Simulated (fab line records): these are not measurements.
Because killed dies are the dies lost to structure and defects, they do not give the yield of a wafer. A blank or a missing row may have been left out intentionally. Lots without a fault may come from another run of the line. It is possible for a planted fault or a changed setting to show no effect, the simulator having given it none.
Which tool did it? + flow nandHarc + 6 lots, 18 wafers sampled, at 3 steps of a route of 1302

## WHAT THE GAUGES READ, wafer by wafer
NHARC_P_GATE_CD_MEAS_46: target cd 720 nm.
| lot  | measured     | on       | cdNm (nm)         |
|------|--------------|----------|-------------------|
| L206 | day 6 08:16  | cdSem-01 | 721.1 717.9 719.5 |
| L209 | day 7 11:38  | cdSem-01 | 722.1 718.4 720.7 |
| L212 | day 8 21:58  | cdSem-01 | 719.2 721.5 722.6 |
| L218 | day 11 18:12 | cdSem-03 | 717.8 716.6 722.8 |
| L221 | day 12 20:47 | cdSem-02 | 741.8 721.2 717.3 |
| L225 | day 14 13:26 | cdSem-02 | 716.9 719.8 720.4 |

## WHICH TOOL RAN EACH LOT (tool, then ch and the chambers of the sampled wafers, then the start)
| lot  | NHARC_P_GATE_DESCUM_31            | NHARC_P_GATE_EXPOSE_43           |
|------|-----------------------------------|----------------------------------|
| L206 | rieDiel-07 ch 1,2, day 5 20:28    | krfScanner-04 ch 0, day 6 08:06  |
| L209 | rieDiel-07 ch 0,3, day 6 23:48    | krfScanner-03 ch 0, day 7 11:29  |
| L212 | rieDiel-13 ch 1,2,3, day 8 10:13  | krfScanner-04 ch 0, day 8 21:48  |
| L218 | rieDiel-13 ch 0,1, day 11 06:19   | krfScanner-04 ch 0, day 11 18:03 |
| L221 | rieDiel-01 ch 1,2,3, day 12 09:10 | krfScanner-04 ch 0, day 12 20:37 |
| L225 | rieDiel-07 ch 0,1,3, day 14 01:38 | krfScanner-03 ch 0, day 14 13:17 |
- NHARC_P_GATE_DESCUM_31: chemistry O2, time 3 s.
- NHARC_P_GATE_EXPOSE_43: exposes mask P NSD, target cd 720 nm.

## THE ANSWER, worked out from the rows above alone
Rule: usual is defined by the lots themselves. The widest of any qualifying gaps counts: lots, ordered by their means at a reading, are off when they make up no more than a third of the lots, leave a main group of 4 or more, and stand apart from it by 3 or more times the standard deviation of that group's means. The tables above print the reading to a certain number of digits; a main group whose means all agree to those digits is not used. A lot without any number at a reading at which 4 lots or more have one is off too. The other lots that the step has rows for count as sound.
Off, at NHARC_P_GATE_CD_MEAS_46 on cdNm: L221. Main group: mean 719.8 nm, sd 0.81.
A tool fits if, at a process step before that reading, it ran every lot that is off, and no sound lot after the first of them. The gauges at NHARC_P_GATE_CD_MEAS_46 are tried like those tools. 2 tools fit, rieDiel-01 at NHARC_P_GATE_DESCUM_31 and krfScanner-04 at NHARC_P_GATE_EXPOSE_43, so this cannot tell which one it is.

## WHAT THE SIMULATOR HAD PUT IN
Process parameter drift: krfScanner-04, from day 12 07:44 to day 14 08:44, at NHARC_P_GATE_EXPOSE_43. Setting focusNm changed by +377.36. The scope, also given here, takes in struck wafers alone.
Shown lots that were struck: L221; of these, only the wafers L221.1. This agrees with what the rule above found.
